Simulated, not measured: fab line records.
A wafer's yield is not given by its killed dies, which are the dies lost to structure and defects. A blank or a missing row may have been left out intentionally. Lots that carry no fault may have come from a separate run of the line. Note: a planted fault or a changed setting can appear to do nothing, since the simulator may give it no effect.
2 desks, one fault -- flow nand harc -- only its own numbers are on each desk; what lay behind them is given at the end

THE DEFECT DESK
What the inspections along the route counted, lot by lot: means of the sampled wafers that have a number. Marked OUT: a lot whose mean sits more than 4 standard deviations from the usual mean, which makes it out of limits; the brackets give that distance.
Columns: A = raw defect count at NHARC_A_SOURCE_PLATE_INSPECT_08, usual 64
lot,first seen here,A
L997,day 8 01:10,62
L999,day 8 16:50,47
L100,day 9 08:57,83
L101,day 9 15:47,50
L102,day 10 02:18,50
L103,day 10 19:41,47
L107,day 12 08:43,53
L110,day 13 19:41,77
L111,day 13 19:41,379 (+12) OUT
L112,day 14 10:51,376 (+12) OUT
L113,day 14 23:26,43
L118,day 17 07:49,85
L119,day 17 07:49,32
This desk's verdict: out of limits on L111, L112, starting with L111 at day 13 19:41 (raw defect count at NHARC_A_SOURCE_PLATE_INSPECT_08). L997, L999, L100, L101, L102, L103, L107, L110, L113, L118, L119: within limits.

THE METROLOGY DESK
What the gauges read, lot by lot, whatever tool the lot ran on: means of the sampled wafers that have a number. Marked OUT: a lot whose mean sits more than 4 standard deviations from the usual mean, which makes it out of limits; the brackets give that distance.
Columns: A = thk nm at NHARC_A_ONON_D1_THK_MEAS_14, usual 1000 nm; B = thk nm at NHARC_A_ONON_D1_THK_MEAS_24, usual 999 nm
lot,first seen here,A,B
L997,day 8 04:01,1008,991
L999,day 8 19:40,996,1006
L100,day 9 11:47,992,998
L101,day 9 18:38,998,1011
L102,day 10 05:08,986,1011
L103,day 10 22:32,998,997
L107,day 12 11:33,986,994
L110,day 13 22:32,1005,1003
L111,day 14 01:12,1013,989
L112,day 14 21:23,999,1008
L113,day 15 02:16,1019,982
L118,day 17 10:39,993,1021
L119,day 17 10:39,994,1013
This desk found nothing out of limits on any of the 13 lots.

ALL TOGETHER
The defect desk could have raised an alarm at day 13 19:41, on L111, L112.
Metrology desk: nothing out of limits seen.
The metrology desk has L111, L112 on record, within its limits.
NHARC_A_SOURCE_PLATE_PRECLEAN_00 was run on wet bench-07 by each of the lots named.

WHAT HAD BEEN PUT IN BY THE SIMULATOR
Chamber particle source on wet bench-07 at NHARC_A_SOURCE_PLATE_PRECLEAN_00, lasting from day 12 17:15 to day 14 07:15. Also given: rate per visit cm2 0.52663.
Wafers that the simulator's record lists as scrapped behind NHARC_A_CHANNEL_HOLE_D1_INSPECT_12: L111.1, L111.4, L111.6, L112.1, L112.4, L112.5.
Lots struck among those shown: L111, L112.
Hours from the fault's start to each desk's first reading out of limits: the defect desk, 26.
